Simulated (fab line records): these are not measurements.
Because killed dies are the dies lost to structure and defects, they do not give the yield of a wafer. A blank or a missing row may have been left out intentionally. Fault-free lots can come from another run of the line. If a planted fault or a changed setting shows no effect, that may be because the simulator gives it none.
A lot that was struck, set against a sound lot	flow n5-finfet	35 out of 1938 route steps
Sound: wafers L176.1, L176.2, L176.5. Wafers struck: L169.4, L169.5, L169.6. Last of all comes the cause.
Order at every step that has rows: each side's tool, ch and its chambers, its first start. Under that, the readings that differ: sound wafers	struck wafers	difference of the means	sigmas: that difference in standard deviations of wafers without a fault.
alike: readings with means less than 2 such deviations apart, plus words and numbers identical on both sides. not compared: withheld readings, readings lacking a value on some wafer, bounds such as >300 that could conceal the same value, and numbers that have no deviation in the record and whose values overlap.
The two part at a step that has a row with sigmas, a row that says differs or no value, or rows on one side only. Non-overlapping numbers with no deviation appear without sigmas and do not part them. A reading that every wafer of one side lacks parts them only if that side has two wafers or more.

first, 10 steps without rows for these wafers: N5_BEOL_M5_ILD_DEP_00 (deposits SiCOH lowk from DEMS/porogen, target thk 140.64 nm, time 25.9 s); N5_BEOL_M5_CURE_79 (cures SiCOH lowk, time 240 s); N5_BEOL_M5_PECVD_70 (deposits SiO2 from TEOS/O2, target thk 16 nm, time 18 s); N5_BEOL_M5_HM_DEP_02 (deposits TiN, target thk 20 nm); N5_BEOL_M5_COAT_59 (time 60 s, resist thk 60 nm); N5_BEOL_M5_COAT_60 (time 60 s, resist thk 12 nm); N5_BEOL_M5_COAT_71 (time 60 s, resist thk 5 nm); N5_BEOL_M5_COAT_05 (resist thk 30 nm); N5_BEOL_M5_EBR_07; N5_BEOL_M5_SOFTBAKE_06 (time 60 s).
N5_BEOL_M5_EXPOSE_08: exposes mask M5, target cd 28 nm.
  sound on euv-scanner-02 ch 0, day 11 17:43; struck on euv-scanner-01 ch 0, day 9 19:17
reading	sound	struck	difference	sigmas
exposure-dose-mJ-cm2	35.77 35.82 35.76	36.28 36.32 36.28	+0.51	+10
  alike: mask
then, 2 steps without rows for these wafers: N5_BEOL_M5_PEB_09 (peb time 60 s); N5_BEOL_M5_DEVELOP_10 (develop time 30 s).
N5_BEOL_M5_DESCUM_16: chemistry O2, time 7 s.
  sound on rie-diel-02 ch 2,3, day 11 18:13; struck on rie-diel-04 ch 0,1,2, day 9 19:31
reading	sound	struck	difference	sigmas
throttle-valve-pct (%)	20.90 20.83 20.90	19.95 20.46 20.48	-0.58	-2
model.BEOL_M5.cd-nm (nm)	28 28 28	28.4 28.8 28.4	+0.5	
  alike: drypump-motor-current-A, o2-flow-sccm, oes-product-au, rf-vpp-V, showerhead-plenum-p-Torr
  not compared: rf-hours-counter-h
then, 19 steps without rows for these wafers: N5_BEOL_M5_ETCH_72 (etches underlayer in N2/H2, target depth 6.5 nm, time 5.2 s); N5_BEOL_M5_ETCH_61 (etches SiARC in CF4, target depth 15.6 nm, time 26 s); N5_BEOL_M5_ETCH_62 (etches SOC in N2/H2, target depth 75 nm, overetch 15 nm, time 112.5 s); N5_BEOL_M5_STRIP_63 (strips in N2/H2); N5_BEOL_M5_STRIP_73 (strips in N2/H2); N5_BEOL_M5_STRIP_64 (strips in CF4); N5_BEOL_M5_HM_OPEN_17 (chemistry Cl2/BCl3, target TiN, target depth 20 nm, overetch 6 nm); N5_BEOL_M5_STRIP_19 (strips in O2); N5_BEOL_M5_COAT_65 (time 60 s, resist thk 60 nm); N5_BEOL_M5_COAT_66 (time 60 s, resist thk 12 nm); N5_BEOL_M5_COAT_74 (time 60 s, resist thk 5 nm); N5_BEOL_M5_COAT_22 (resist thk 30 nm); N5_BEOL_M5_EBR_24; N5_BEOL_M5_SOFTBAKE_23 (time 60 s); N5_BEOL_M5_EXPOSE_25 (exposes mask V4, defocus 10 nm); N5_BEOL_M5_PEB_26 (peb time 60 s); N5_BEOL_M5_DEVELOP_27 (develop time 30 s); N5_BEOL_M5_DESCUM_33 (chemistry O2, time 7 s); N5_BEOL_M5_ETCH_75 (etches underlayer in N2/H2, target depth 6.5 nm, time 5.2 s).
N5_BEOL_M5_ETCH_41: etches SiCN in CH3F/O2, target depth 31.5 nm, time 56.7 s.
  sound on rie-diel-04 ch 0,1,2; struck on rie-diel-04 ch 1,2
reading	sound	struck	difference	sigmas
model.BEOL_M5.cd-nm (nm)	27.6 28.2 28	28.6 28.8 28.6	+0.7	
  alike: drypump-motor-current-A, oes-product-au, rf-vpp-V, showerhead-plenum-p-Torr, throttle-valve-pct
  not compared: rf-hours-counter-h
-- a jump in the record: the struck wafers' starts before and after are 4 days apart (it breaks off in module BEOL_M5 and resumes in module PASSIVATION, where the first step shown is number 1936 of the route) --
N5_PASSIVATION_PROBE_49:
  only the struck wafers here have rows in the record (prober-01, day 13 18:05); the sound ones have none

## WHERE THEY PART
At N5_BEOL_M5_EXPOSE_08 first; at N5_PASSIVATION_PROBE_49 last (within this record only).

WHY: whatever the simulator had introduced
Process parameters drifting: euv-scanner-01 at N5_BEOL_M5_EXPOSE_08, beginning at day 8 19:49. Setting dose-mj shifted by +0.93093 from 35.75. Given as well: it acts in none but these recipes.
